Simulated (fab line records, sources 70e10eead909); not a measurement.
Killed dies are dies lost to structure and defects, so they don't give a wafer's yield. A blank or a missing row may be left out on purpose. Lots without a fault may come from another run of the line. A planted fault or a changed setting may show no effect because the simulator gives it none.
Which tool did it? | flow nand_harc | 12 lots, 36 wafers sampled, at 4 steps of a route of 1159

WHAT THE GAUGES READ, wafer by wafer
NHARC_A_SGD_CUT_CD_MEAS_09: target cd 100 nm.
lot  | measured     | on        | cd_nm (nm)
L076 | day 14 00:56 | cd_sem-01 | 99.6 99.6 100.1
L078 | day 14 06:24 | cd_sem-03 | 99.5 99.8 99.8
L080 | day 14 22:22 | cd_sem-01 | 99.5 100.0 99.5
L083 | day 15 22:26 | cd_sem-01 | 100.8 99.9 100.6
L081 | day 15 22:01 | cd_sem-01 | 99.8 99.7 100.0
L085 | day 16 10:19 | cd_sem-01 | 101.1 100.5 100.9
L086 | day 16 21:28 | cd_sem-03 | 99.4 99.2 99.4
L088 | day 17 19:20 | cd_sem-02 | 99.5 99.7 99.2
L092 | day 17 21:13 | cd_sem-03 | 99.6 100.6 100.6
L093 | day 18 00:41 | cd_sem-01 | 99.7 100.4 100.0
L097 | day 18 23:57 | cd_sem-02 | 100.1 100.5 99.5
L095 | day 19 00:14 | cd_sem-02 | 99.8 99.8 99.8

WHICH TOOL RAN EACH LOT (tool, then ch and the chambers of the sampled wafers, then the start)
lot  | NHARC_A_STAIRCASE_HM_DEP_462  | NHARC_A_STAIRCASE_STRIP_446          | NHARC_A_STAIRCASE_CMP_152
L076 | acl_dep-03 ch 0, day 11 19:58 | plasma_asher-01 ch 0,1, day 13 21:27 | cmp-02 ch 0,1,3, day 13 22:20
L078 | acl_dep-01 ch 0, day 12 03:12 | plasma_asher-02 ch 0,1, day 14 02:41 | cmp-02 ch 0,1, day 14 03:38
L080 | acl_dep-01 ch 0, day 12 22:10 | plasma_asher-02 ch 0,1, day 14 18:50 | cmp-04 ch 2,3, day 14 19:44
L083 | acl_dep-03 ch 0, day 13 15:52 | plasma_asher-02 ch 0,1, day 15 19:09 | cmp-04 ch 0,1,2, day 15 19:56
L081 | acl_dep-02 ch 0, day 13 21:01 | plasma_asher-02 ch 0,1, day 15 18:22 | cmp-04 ch 0,2,3, day 15 19:15
L085 | acl_dep-01 ch 0, day 14 08:23 | plasma_asher-01 ch 0,1, day 16 06:58 | cmp-02 ch 1,2,3, day 16 07:47
L086 | acl_dep-02 ch 0, day 14 21:41 | plasma_asher-02 ch 0,1, day 16 18:05 | cmp-04 ch 1,3, day 16 18:59
L088 | acl_dep-03 ch 0, day 15 12:26 | plasma_asher-02 ch 0,1, day 17 15:46 | cmp-02 ch 0,1,2, day 17 16:40
L092 | acl_dep-03 ch 0, day 15 18:31 | plasma_asher-01 ch 0,1, day 17 17:17 | cmp-02 ch 0,1,2, day 17 18:11
L093 | acl_dep-03 ch 0, day 15 22:12 | plasma_asher-01 ch 0,1, day 17 21:11 | cmp-01 ch 0,1,3, day 17 22:04
L097 | acl_dep-02 ch 0, day 16 23:39 | plasma_asher-01 ch 0,1, day 18 19:55 | cmp-04 ch 0,1,2, day 18 20:49
L095 | acl_dep-02 ch 0, day 17 01:48 | plasma_asher-02 ch 0,1, day 18 20:30 | cmp-04 ch 0,1,2, day 18 21:20
- NHARC_A_STAIRCASE_HM_DEP_462: deposits aC, target thk 800 nm.
- NHARC_A_STAIRCASE_STRIP_446: strips in O2.
- NHARC_A_STAIRCASE_CMP_152: polishes.

THE ANSWER, worked out from the rows above alone
Rule: what is usual is taken from the lots themselves. Put in order of their means at a reading, lots are off if they are a third of the lots or fewer, leave a main group of 4 or more, and stand apart from it by a gap of 3 or more times the standard deviation of the main group's means; of several such gaps the widest counts. A main group whose means are all the same, to the digits that the tables above print for the reading, isn't used. A lot without any number at a reading at which 4 lots or more have one is off too. The other lots that the step has rows for count as sound.
No lot is off at any reading shown: from this, nothing can be told.

WHAT THE SIMULATOR HAD PUT IN
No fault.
